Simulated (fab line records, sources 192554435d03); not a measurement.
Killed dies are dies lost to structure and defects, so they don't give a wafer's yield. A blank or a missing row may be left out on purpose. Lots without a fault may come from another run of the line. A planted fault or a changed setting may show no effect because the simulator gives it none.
Which tool did it? | flow n5_finfet | 23 lots, 69 wafers sampled, at 6 steps of a route of 1938

WHAT THE GAUGES READ, wafer by wafer
The record holds no reading of a measuring or inspecting step that can be judged against a usual standard deviation.

WHICH TOOL RAN EACH LOT (tool, then ch and the chambers of the sampled wafers, then the start)
lot  | N5_BEOL_M3_STRIP_97                           | N5_BEOL_M3_ALD_84                   | N5_BEOL_M3_ANNEAL_80         | N5_BEOL_M4_ETCH_74                 | N5_BEOL_M4_ETCH_70                 | N5_BEOL_M4_SURFACE_TREAT_85
L074 | rie_diel-02 ch 1,3, day 7 19:49 or earlier    | ald_metal-03 ch 0,2,3, day 7 19:49  | pvd_sputter-02, day 7 20:35  | rie_diel-05 ch 1,2,3, day 8 00:16  | rie_diel-04 ch 1,2, day 8 20:14    | pvd_sputter-01, day 8 21:21
L075 | rie_diel-03 ch 0,1,3, day 8 16:36 or earlier  | ald_metal-03 ch 0,2,3, day 8 16:36  | pvd_sputter-01, day 8 17:23  | rie_diel-01 ch 0,1, day 8 21:23    | rie_diel-04 ch 0,2,3, day 9 20:52  | pvd_sputter-03, day 9 22:10
L077 | rie_diel-03 ch 0,1, day 9 02:59 or earlier    | ald_metal-02 ch 0,1,3, day 9 02:59  | pvd_sputter-01, day 9 03:45  | rie_diel-01 ch 1,2,3, day 9 07:39  | rie_diel-01 ch 0,3, day 10 07:17   | pvd_sputter-01, day 10 08:11
L078 | rie_diel-06 ch 0,2,3, day 9 03:08 or earlier  | ald_metal-03 ch 0,1,3, day 9 03:08  | pvd_sputter-03, day 9 04:00  | rie_diel-04 ch 1,2,3, day 9 10:31  | rie_diel-01 ch 1,3, day 10 01:56   | pvd_sputter-01, day 10 02:58
L079 | rie_diel-03 ch 0,1,3, day 9 06:50 or earlier  | ald_metal-02 ch 0,3, day 9 06:50    | pvd_sputter-02, day 9 07:59  | rie_diel-01 ch 1,2, day 9 12:08    | rie_diel-01 ch 1,2,3, day 10 15:55 | pvd_sputter-01, day 10 17:30
L082 | rie_diel-02 ch 0,1,2, day 10 07:48 or earlier | ald_metal-02 ch 0,2, day 10 07:48   | pvd_sputter-01, day 10 08:34 | rie_diel-01 ch 2,3, day 10 12:37   | rie_diel-04 ch 0,2,3, day 11 05:54 | pvd_sputter-02, day 11 07:10
L083 | rie_diel-02 ch 0,2,3, day 10 08:21 or earlier | ald_metal-02 ch 2,3, day 10 08:21   | pvd_sputter-01, day 10 10:32 | rie_diel-04 ch 0,1, day 10 16:53   | rie_diel-01 ch 1,2,3, day 11 06:03 | pvd_sputter-01, day 11 07:35
L081 | rie_diel-02 ch 1,2,3, day 10 12:10 or earlier | ald_metal-04 ch 1,2,3, day 10 12:10 | pvd_sputter-02, day 10 13:56 | rie_diel-04 ch 0,1,2, day 10 17:46 | rie_diel-04 ch 1,2,3, day 11 10:44 | pvd_sputter-03, day 11 12:15
L080 | rie_diel-02 ch 0,3, day 10 21:49 or earlier   | ald_metal-02 ch 1,2,3, day 10 21:49 | pvd_sputter-02, day 10 22:52 | rie_diel-04 ch 0,1,2, day 11 10:13 | rie_diel-04 ch 1,3, day 11 16:51   | pvd_sputter-01, day 11 18:04
L084 | rie_diel-03 ch 0,1, day 11 06:47 or earlier   | ald_metal-04 ch 0,1,3, day 11 06:47 | pvd_sputter-03, day 11 07:40 | rie_diel-01 ch 1,2,3, day 11 11:52 | rie_diel-01 ch 0,1, day 12 01:30   | pvd_sputter-01, day 12 03:00
L085 | rie_diel-06 ch 0,1,2, day 11 11:40 or earlier | ald_metal-02 ch 0,1,2, day 11 11:40 | pvd_sputter-01, day 11 12:41 | rie_diel-04 ch 0,2,3, day 11 17:39 | rie_diel-01 ch 0,1,3, day 12 06:53 | pvd_sputter-02, day 12 08:37
L088 | rie_diel-03 ch 1,2,3, day 11 14:41 or earlier | ald_metal-03 ch 0,3, day 11 14:41   | pvd_sputter-01, day 11 15:33 | rie_diel-05 ch 0,1, day 11 21:47   | rie_diel-01 ch 1,2, day 12 07:22   | pvd_sputter-03, day 12 10:07
L087 | rie_diel-06 ch 0,2,3, day 11 22:54 or earlier | ald_metal-03 ch 0,1,2, day 11 22:54 | pvd_sputter-01, day 12 01:28 | rie_diel-05 ch 0,1,3, day 12 05:26 | rie_diel-05 ch 0,3, day 12 19:31   | pvd_sputter-01, day 12 20:58
L086 | rie_diel-02 ch 1,2, day 12 12:44 or earlier   | ald_metal-03 ch 0,1,2, day 12 12:44 | pvd_sputter-03, day 12 13:40 | rie_diel-01 ch 1,2, day 12 19:22   | rie_diel-05 ch 0,2, day 13 07:25   | pvd_sputter-01, day 13 08:44
L089 | rie_diel-03 ch 2,3, day 12 16:38 or earlier   | ald_metal-02 ch 0,2, day 12 16:38   | pvd_sputter-02, day 12 18:26 | rie_diel-04 ch 1,2,3, day 13 00:13 | rie_diel-01 ch 1,2, day 13 07:26   | pvd_sputter-02, day 13 08:46
L091 | rie_diel-03 ch 1,2, day 12 20:49 or earlier   | ald_metal-02 ch 1,2,3, day 12 20:49 | pvd_sputter-03, day 13 01:42 | rie_diel-05 ch 2,3, day 13 05:22   | rie_diel-04 ch 0,1,2, day 13 07:32 | pvd_sputter-01, day 13 08:46
L090 | rie_diel-02 ch 2,3, day 13 04:43 or earlier   | ald_metal-04 ch 0,1,3, day 13 04:43 | pvd_sputter-01, day 13 05:56 | rie_diel-01 ch 0,1,2, day 13 09:34 | rie_diel-01 ch 0,3, day 14 01:35   | pvd_sputter-03, day 14 04:34
L093 | rie_diel-02 ch 0,1, day 13 15:16 or earlier   | ald_metal-02 ch 0,1,2, day 13 15:16 | pvd_sputter-02, day 13 16:10 | rie_diel-01 ch 0,2,3, day 13 20:05 | rie_diel-04 ch 1,3, day 14 00:44   | pvd_sputter-02, day 14 02:03
L092 | rie_diel-03 ch 0,1,3, day 13 15:43 or earlier | ald_metal-03 ch 0,1,3, day 13 15:43 | pvd_sputter-02, day 13 18:00 | rie_diel-01 ch 0,3, day 14 01:18   | rie_diel-04 ch 0,2,3, day 14 05:37 | pvd_sputter-02, day 14 07:13
L094 | rie_diel-02 ch 1,2,3, day 14 06:09 or earlier | ald_metal-04 ch 2,3, day 14 06:09   | pvd_sputter-01, day 14 07:00 | rie_diel-05 ch 0,1, day 14 11:11   | rie_diel-01 ch 0,1,3, day 14 13:08 | pvd_sputter-03, day 14 14:23
L096 | rie_diel-02 ch 0,1,3, day 14 06:26 or earlier | ald_metal-02 ch 0,1,3, day 14 06:26 | pvd_sputter-02, day 14 07:35 | rie_diel-04 ch 1,2,3, day 14 11:49 | rie_diel-04 ch 1,2,3, day 14 22:17 | pvd_sputter-02, day 14 23:47
L095 | rie_diel-03 ch 2,3, day 14 10:49 or earlier   | ald_metal-04 ch 0,2, day 14 10:49   | pvd_sputter-01, day 14 11:54 | rie_diel-01 ch 0,1,3, day 14 17:14 | rie_diel-05 ch 0,1,2, day 15 05:35 | pvd_sputter-01, day 15 06:48
L097 | rie_diel-02 ch 1,2,3, day 14 11:03 or earlier | ald_metal-03 ch 0,3, day 14 11:03   | pvd_sputter-02, day 14 12:08 | rie_diel-01 ch 1,3, day 14 17:29   | rie_diel-04 ch 1,2, day 15 08:34   | pvd_sputter-01, day 15 09:56
- N5_BEOL_M3_STRIP_97: strips in N2/H2, time 10 s.
- N5_BEOL_M3_ALD_84: deposits TaN, pulse time 2 s, purge time 3 s, co reactant purge time 2 s.
- N5_BEOL_M3_ANNEAL_80: time 240 s.
- N5_BEOL_M4_ETCH_74: etches underlayer in N2/H2, target depth 6.5 nm, time 5.2 s.
- N5_BEOL_M4_ETCH_70: etches SOC in N2/H2, target depth 80 nm, overetch 24 nm, time 130 s.
- N5_BEOL_M4_SURFACE_TREAT_85

WHAT THE TOOLS THEMSELVES READ (means of the sampled wafers that have a number; where no wafer has one, the mark that the record gives instead)
N5_BEOL_M3_STRIP_97. Usual: drypump_motor_current_A 5.6 A, standard deviation 0.38; oes_product_au 0.77 a.u., standard deviation 0.065; rf_vpp_V 59.1 V, standard deviation 0.91; showerhead_plenum_p_Torr 2.53 Torr, standard deviation 0.092; throttle_valve_pct 23.68 %, standard deviation 0.3.
lot  | tool        | drypump_motor_current_A (A) | oes_product_au (a.u.) | rf_vpp_V (V) | showerhead_plenum_p_Torr (Torr) | throttle_valve_pct (%) | flag
L074 | rie_diel-02 | 5.5                         | 0.81                  | 59.8         | 2.59                            | 23.39                  |
L075 | rie_diel-03 | 5.8                         | 0.80                  | 59.9         | 2.60                            | 23.90                  |
L077 | rie_diel-03 | 6.2                         | 0.84                  | 59.7         | 2.59                            | 23.89                  |
L078 | rie_diel-06 | 5.7                         | 0.81                  | 58.5         | 2.46                            | 23.60                  |
L079 | rie_diel-03 | 5.8                         | 0.80                  | 59.3         | 2.59                            | 23.90                  |
L082 | rie_diel-02 | 5.5                         | 0.79                  | 58.9         | 2.55                            | 23.55                  |
L083 | rie_diel-02 | 5.6                         | 0.75                  | 60.0         | 2.46                            | 23.61                  |
L081 | rie_diel-02 | 5.6                         | 0.77                  | 59.2         | 2.52                            | 23.47                  |
L080 | rie_diel-02 | 5.6                         | 0.75                  | 57.8         | 2.42                            | 23.60                  |
L084 | rie_diel-03 | 6.3                         | 0.79                  | 58.1         | 2.55                            | 23.65                  |
L085 | rie_diel-06 | 5.6                         | 0.83                  | 59.3         | 2.46                            | 23.48                  |
L088 | rie_diel-03 | 5.6                         | 0.72                  | 59.3         | 2.58                            | 23.78                  |
L087 | rie_diel-06 | 5.7                         | 0.78                  | 59.1         | 2.45                            | 23.62                  |
L086 | rie_diel-02 | 5.5                         | 0.75                  | 58.6         | 2.55                            | 23.53                  |
L089 | rie_diel-03 | 5.1                         | 0.71                  | 59.4         | 2.62                            | 24.06                  |
L091 | rie_diel-03 | 5.7                         | 0.69                  | 59.0         | 2.57                            | 23.65                  |
L090 | rie_diel-02 | 5.6                         | 0.72                  | 58.4         | 2.46                            | 23.57                  |
L093 | rie_diel-02 | 5.5                         | 0.79                  | 58.8         | 2.53                            | 23.65                  |
L092 | rie_diel-03 | 5.8                         | 0.76                  | 60.0         | 2.58                            | 23.95                  |
L094 | rie_diel-02 | 5.5                         | 0.74                  | 58.8         | 2.51                            | 23.53                  |
L096 | rie_diel-02 | 5.6                         | 0.76                  | 60.1         | 2.50                            | 23.58                  |
L095 | rie_diel-03 | 5.1                         | 0.79                  | 58.7         | 2.61                            | 23.89                  |
L097 | rie_diel-02 | 5.6                         | 0.74                  | 59.2         | 2.51                            | 23.53                  |

N5_BEOL_M3_ALD_84. Usual: heater_power_w 426 W, standard deviation 33; precursor_vessel_temp_c 75.00 C, standard deviation 0.11.
lot  | tool         | heater_power_w (W) | precursor_vessel_temp_c (C) | flag
L074 | ald_metal-03 | 440                | 75.05                       |
L075 | ald_metal-03 | 434                | 75.01                       |
L077 | ald_metal-02 | 428                | 75.05                       |
L078 | ald_metal-03 | 410                | 75.06                       |
L079 | ald_metal-02 | 424                | 74.97                       |
L082 | ald_metal-02 | 443                | 74.88                       |
L083 | ald_metal-02 | 447                | 75.08                       |
L081 | ald_metal-04 | 431                | 75.10                       |
L080 | ald_metal-02 | 440                | 75.06                       |
L084 | ald_metal-04 | 410                | 74.97                       |
L085 | ald_metal-02 | 440                | 74.91                       |
L088 | ald_metal-03 | 408                | 74.94                       |
L087 | ald_metal-03 | 432                | 74.94                       |
L086 | ald_metal-03 | 429                | 75.01                       |
L089 | ald_metal-02 | 442                | 75.00                       |
L091 | ald_metal-02 | 436                | 74.97                       |
L090 | ald_metal-04 | 416                | 75.02                       |
L093 | ald_metal-02 | 440                | 75.04                       |
L092 | ald_metal-03 | 404                | 75.07                       |
L094 | ald_metal-04 | 418                | 74.93                       |
L096 | ald_metal-02 | 433                | 74.95                       |
L095 | ald_metal-04 | 375                | 75.07                       |
L097 | ald_metal-03 | 409                | 75.11                       |

N5_BEOL_M3_ANNEAL_80. Usual: heater_power_w 819 W, standard deviation 62.
lot  | tool           | heater_power_w (W) | flag
L074 | pvd_sputter-02 | 833                |
L075 | pvd_sputter-01 | 872                |
L077 | pvd_sputter-01 | 842                |
L078 | pvd_sputter-03 | 806                |
L079 | pvd_sputter-02 | 769                |
L082 | pvd_sputter-01 | 813                |
L083 | pvd_sputter-01 | 814                |
L081 | pvd_sputter-02 | 781                |
L080 | pvd_sputter-02 | 762                |
L084 | pvd_sputter-03 | 863                |
L085 | pvd_sputter-01 | 868                |
L088 | pvd_sputter-01 | 790                |
L087 | pvd_sputter-01 | 864                |
L086 | pvd_sputter-03 | 815                |
L089 | pvd_sputter-02 | 798                |
L091 | pvd_sputter-03 | 840                |
L090 | pvd_sputter-01 | 854                |
L093 | pvd_sputter-02 | 819                |
L092 | pvd_sputter-02 | 738                |
L094 | pvd_sputter-01 | 881                |
L096 | pvd_sputter-02 | 808                |
L095 | pvd_sputter-01 | 835                |
L097 | pvd_sputter-02 | 788                |

N5_BEOL_M4_ETCH_74. Usual: drypump_motor_current_A 5.6 A, standard deviation 0.43; etch_rf_on_time_s 5.15 s, standard deviation 0.16; oes_product_au 0.66 a.u., standard deviation 0.072; rf_fwd_power_W 819.7 W, standard deviation 2.5; rf_vpp_V 523.4 V, standard deviation 2.8; showerhead_plenum_p_Torr 2.52 Torr, standard deviation 0.095; throttle_valve_pct 17.85 %, standard deviation 0.28.
lot  | tool        | drypump_motor_current_A (A) | etch_rf_on_time_s (s) | oes_product_au (a.u.) | rf_fwd_power_W (W) | rf_vpp_V (V) | showerhead_plenum_p_Torr (Torr) | throttle_valve_pct (%) | flag
L074 | rie_diel-05 | 5.6                         | 5.24                  | 0.62                  | 820.9              | 524.2        | 2.49                            | 17.73                  |
L075 | rie_diel-01 | 6.1                         | 5.13                  | 0.62                  | 819.8              | 524.9        | 2.62                            | 17.88                  |
L077 | rie_diel-01 | 5.3                         | 5.19                  | 0.65                  | 821.2              | 523.5        | 2.55                            | 17.97                  |
L078 | rie_diel-04 | 5.7                         | 5.02                  | 0.68                  | 820.8              | 523.2        | 2.48                            | 17.92                  |
L079 | rie_diel-01 | 5.4                         | 5.16                  | 0.63                  | 818.7              | 523.7        | 2.60                            | 18.15                  |
L082 | rie_diel-01 | 5.0                         | 5.21                  | 0.63                  | 821.2              | 522.1        | 2.45                            | 17.97                  |
L083 | rie_diel-04 | 5.9                         | 5.20                  | 0.64                  | 820.1              | 523.1        | 2.52                            | 17.79                  |
L081 | rie_diel-04 | 5.8                         | 5.14                  | 0.67                  | 819.6              | 523.4        | 2.52                            | 17.90                  |
L080 | rie_diel-04 | 5.8                         | 5.14                  | 0.67                  | 820.1              | 521.7        | 2.52                            | 17.91                  |
L084 | rie_diel-01 | 5.4                         | 5.27                  | 0.63                  | 820.8              | 524.5        | 2.54                            | 17.99                  |
L085 | rie_diel-04 | 5.6                         | 5.02                  | 0.69                  | 820.8              | 523.5        | 2.51                            | 17.80                  |
L088 | rie_diel-05 | 5.8                         | 5.14                  | 0.64                  | 817.4              | 523.2        | 2.48                            | 18.00                  |
L087 | rie_diel-05 | 5.6                         | 5.03                  | 0.72                  | 818.9              | 523.5        | 2.53                            | 17.70                  |
L086 | rie_diel-01 | 5.4                         | 5.16                  | 0.61                  | 822.7              | 524.5        | 2.58                            | 18.21                  |
L089 | rie_diel-04 | 5.7                         | 5.06                  | 0.66                  | 822.0              | 521.3        | 2.47                            | 17.98                  |
L091 | rie_diel-05 | 5.3                         | 5.07                  | 0.83                  | 821.2              | 525.1        | 2.60                            | 17.23                  |
L090 | rie_diel-01 | 5.8                         | 5.18                  | 0.68                  | 819.6              | 524.9        | 2.59                            | 17.90                  |
L093 | rie_diel-01 | 5.5                         | 5.09                  | 0.67                  | 820.6              | 524.0        | 2.50                            | 17.90                  |
L092 | rie_diel-01 | 5.5                         | 5.19                  | 0.68                  | 820.0              | 521.3        | 2.45                            | 17.71                  |
L094 | rie_diel-05 | 5.5                         | 5.21                  | 0.61                  | 821.6              | 521.4        | 2.44                            | 17.99                  |
L096 | rie_diel-04 | 5.7                         | 5.04                  | 0.65                  | 819.7              | 522.9        | 2.46                            | 17.98                  |
L095 | rie_diel-01 | 5.7                         | 5.25                  | 0.68                  | 820.1              | 524.1        | 2.54                            | 17.72                  |
L097 | rie_diel-01 | 5.3                         | 5.35                  | 0.63                  | 820.2              | 523.8        | 2.48                            | 17.84                  |

N5_BEOL_M4_ETCH_70. Usual: drypump_motor_current_A 5.6 A, standard deviation 0.4; oes_product_au 0.57 a.u., standard deviation 0.055; rf_fwd_power_W 835.6 W, standard deviation 2.7; rf_vpp_V 523.4 V, standard deviation 2.6; showerhead_plenum_p_Torr 2.52 Torr, standard deviation 0.095; throttle_valve_pct 17.81 %, standard deviation 0.29.
lot  | tool        | drypump_motor_current_A (A) | oes_product_au (a.u.) | rf_fwd_power_W (W) | rf_vpp_V (V) | showerhead_plenum_p_Torr (Torr) | throttle_valve_pct (%) | flag
L074 | rie_diel-04 | 5.9                         | 0.57                  | 837.5              | 522.0        | 2.48                            | 17.97                  |
L075 | rie_diel-04 | 5.7                         | 0.59                  | 835.0              | 522.8        | 2.52                            | 17.71                  |
L077 | rie_diel-01 | 5.8                         | 0.52                  | 837.1              | 524.4        | 2.52                            | 17.85                  |
L078 | rie_diel-01 | 5.3                         | 0.57                  | 835.9              | 523.3        | 2.50                            | 17.73                  |
L079 | rie_diel-01 | 5.3                         | 0.56                  | 837.5              | 523.8        | 2.55                            | 17.92                  |
L082 | rie_diel-04 | 5.6                         | 0.58                  | 834.4              | 522.9        | 2.52                            | 17.74                  |
L083 | rie_diel-01 | 5.3                         | 0.55                  | 836.3              | 523.5        | 2.54                            | 17.95                  |
L081 | rie_diel-04 | 5.7                         | 0.57                  | 837.0              | 521.2        | 2.47                            | 17.90                  |
L080 | rie_diel-04 | 5.7                         | 0.54                  | 834.6              | 520.6        | 2.42                            | 17.87                  |
L084 | rie_diel-01 | 6.0                         | 0.62                  | 835.2              | 526.0        | 2.65                            | 17.66                  |
L085 | rie_diel-01 | 5.7                         | 0.61                  | 833.7              | 524.4        | 2.55                            | 17.66                  |
L088 | rie_diel-01 | 5.6                         | 0.54                  | 836.3              | 525.9        | 2.63                            | 17.98                  |
L087 | rie_diel-05 | 5.4                         | 0.64                  | 838.5              | 524.7        | 2.58                            | 17.32                  |
L086 | rie_diel-05 | 5.2                         | 0.58                  | 835.8              | 521.3        | 2.46                            | 17.65                  |
L089 | rie_diel-01 | 5.4                         | 0.53                  | 833.7              | 525.0        | 2.58                            | 18.17                  |
L091 | rie_diel-04 | 5.9                         | 0.56                  | 832.4              | 523.8        | 2.51                            | 17.88                  |
L090 | rie_diel-01 | 5.5                         | 0.58                  | 834.5              | 522.2        | 2.45                            | 17.68                  |
L093 | rie_diel-04 | 5.7                         | 0.53                  | 837.6              | 521.1        | 2.41                            | 17.91                  |
L092 | rie_diel-04 | 5.6                         | 0.57                  | 834.4              | 522.9        | 2.51                            | 17.78                  |
L094 | rie_diel-01 | 5.7                         | 0.58                  | 834.2              | 524.4        | 2.54                            | 17.69                  |
L096 | rie_diel-04 | 5.7                         | 0.55                  | 837.1              | 522.0        | 2.46                            | 17.95                  |
L095 | rie_diel-05 | 5.5                         | 0.57                  | 833.5              | 522.4        | 2.48                            | 17.75                  |
L097 | rie_diel-04 | 5.8                         | 0.56                  | 838.5              | 523.0        | 2.51                            | 18.02                  |

THE ANSWER, worked out from the rows above alone
Rule: a lot is off if the mean of its wafers that have a number lies more than 3 standard deviations from the usual mean. A lot without any number at a reading at which 4 lots or more have one is off too. The other lots that the step has rows for count as sound. The gauges are gone through in route order, then the tools' own readings, and for those a lot's mean is taken as printed above. The first step at which some lot is off is used, and at that step the reading that is off furthest; a lot without a number counts as furthest.
No lot is off at any reading shown: from this, nothing can be told.

WHAT THE SIMULATOR HAD PUT IN
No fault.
